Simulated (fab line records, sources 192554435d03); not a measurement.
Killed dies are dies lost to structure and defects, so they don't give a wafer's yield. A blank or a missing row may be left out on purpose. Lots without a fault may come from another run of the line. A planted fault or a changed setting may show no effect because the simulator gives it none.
Split-lot experiment | flow n5_finfet | 7 lots, 39 wafers read, on a route of 1938 steps

THE SPLIT
At N5_BEOL_M14_DEP_53 (deposits SiCN from 3MS/NH3, target thk 50 nm, time 17.8 s), the setting target_thk_a was moved away from the recipe's 500 angstrom on 18 of the 39 wafers read, by -26.9% to +59.3%. The other wafers ran this setting at the recipe's value.

The reading is taken at the split's own step.

THE READING
SiCN_of_BEOL_M14_DEP_53.thk_nm (the simulator's own value, which no gauge read), in nm, at N5_BEOL_M14_DEP_53 (deposits SiCN from 3MS/NH3, target thk 50 nm, time 17.8 s). The file gives no usual value for it. The 21 wafers here that ran the recipe average 49.7 nm, standard deviation 0.77 nm.

wafer  | tool, chamber at the split | target_thk_a as run, angstrom | against the recipe | SiCN_of_BEOL_M14_DEP_53.thk_nm, nm | against lot-mates on the recipe
L075.1 | pecvd-01, 2,1              | 500                           | recipe             | 49.2                               | -
L075.3 | pecvd-01, 2,1              | 500                           | recipe             | 49.2                               | -
L075.2 | pecvd-01, 0,1              | 796.4                         | +59.3%             | 80.2                               | +30.7
L075.4 | pecvd-01, 0,1              | 796.4                         | +59.3%             | 80.2                               | +30.7
L075.5 | pecvd-01, 2                | 500                           | recipe             | 50                                 | -
L075.6 | pecvd-01, 0                | 796.4                         | +59.3%             | 82                                 | +32.5
L076.1 | pecvd-04, 1                | 500                           | recipe             | 49.8                               | -
L076.2 | pecvd-04, 0                | 500                           | recipe             | 48.6                               | -
L076.3 | pecvd-04, 2                | 500                           | recipe             | 49.4                               | -
L076.4 | pecvd-04, 1                | 723.9                         | +44.8%             | 73                                 | +23.7
L076.5 | pecvd-04, 2                | 723.9                         | +44.8%             | 72.6                               | +23.3
L076.6 | pecvd-04, 0                | 723.9                         | +44.8%             | 71.8                               | +22.5
L077.1 | pecvd-01, 0                | 500                           | recipe             | 50.8                               | -
L077.2 | pecvd-01, 2                | 767.9                         | +53.6%             | 75.4                               | +24.5
L077.3 | pecvd-01, 1                | 767.9                         | +53.6%             | 76.2                               | +25.3
L077.4 | pecvd-01, 0                | 500                           | recipe             | 52                                 | -
L077.5 | pecvd-01, 1                | 767.9                         | +53.6%             | 77.6                               | +26.7
L077.6 | pecvd-01, 2                | 500                           | recipe             | 50                                 | -
L083.1 | pecvd-04, 1                | 760.6                         | +52.1%             | 75.2                               | +25.5
L083.2 | pecvd-04, 2,0              | 760.6                         | +52.1%             | 75.4                               | +25.7
L083.4 | pecvd-04, 2,0              | 760.6                         | +52.1%             | 75.4                               | +25.7
L083.3 | pecvd-04, 0                | 500                           | recipe             | 49                                 | -
L083.5 | pecvd-04, 1                | 500                           | recipe             | 50.2                               | -
L083.6 | pecvd-04, 2                | 500                           | recipe             | 50                                 | -
L082.1 | pecvd-04, 2,1              | 618.9                         | +23.8%             | 60.8                               | +11.7
L082.2 | pecvd-04, 2,1              | 618.9                         | +23.8%             | 60.8                               | +11.7
L082.3 | pecvd-04, 0                | 500                           | recipe             | 48.4                               | -
L082.4 | pecvd-04, 1                | 618.9                         | +23.8%             | 61.6                               | +12.5
L082.5 | pecvd-04, 0,2              | 500                           | recipe             | 49.4                               | -
L082.6 | pecvd-04, 0,2              | 500                           | recipe             | 49.4                               | -
L088.2 | pecvd-03, 0                | 500                           | recipe             | 48.8                               | -
L088.5 | pecvd-03, 1                | 500                           | recipe             | 49.8                               | -
L088.6 | pecvd-03, 0                | 500                           | recipe             | 49.2                               | -
L089.1 | pecvd-01, 0                | 365.5                         | -26.9%             | 37.2                               | -12.7
L089.2 | pecvd-01, 1                | 500                           | recipe             | 49.6                               | -
L089.3 | pecvd-01, 2                | 365.5                         | -26.9%             | 35.6                               | -14.3
L089.4 | pecvd-01, 0                | 365.5                         | -26.9%             | 37                                 | -12.9
L089.5 | pecvd-01, 1                | 500                           | recipe             | 50.2                               | -
L089.6 | pecvd-01, 2                | 500                           | recipe             | 49.8                               | -
Where a row lists several chambers, the file gives one row for several wafers and doesn't say which wafer went through which chamber.

THE FIT
A straight line over all 39 wafers: SiCN_of_BEOL_M14_DEP_53.thk_nm changes by +0.505 nm for each +1% of target_thk_a; r = +1.00; the points scatter about the line by 0.87 nm.
The same after taking each lot's own level away (the mean of its wafers on the recipe; 39 wafers): +0.503 nm for each +1%; r = +1.00; scatter 0.88 nm.
On that fit, the largest move of target_thk_a shifts the reading by 30 nm.
The lots' own levels span 49.07 to 50.93 nm, that is 2.4 times the standard deviation above.
So the lot-to-lot level changes the slope little: the two slopes agree.
Check: with one of the wafers moved furthest among these (+59.3%) left out of the fit, the line predicts +29.7 nm for it against its lot-mates. It came out at +30.7 nm against them.

OTHER SPLITS ON THESE WAFERS
These wafers also went through other splits before the reading. Each is held against what the fit with the lots' levels taken away leaves over:
other split on the same wafers            | wafers away from the commonest value | r with SiCN_of_BEOL_M14_DEP_53.thk_nm (lot level and that fit taken away)
N5_BEOL_M12_TRENCH_ETCH_34 target_depth_a | 12                                   | +0.01

THE FILE'S OWN FIT
SiCN_of_BEOL_M14_DEP_53.thk_nm changes by +0.503 nm for each +1% of target_thk_a, r = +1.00.
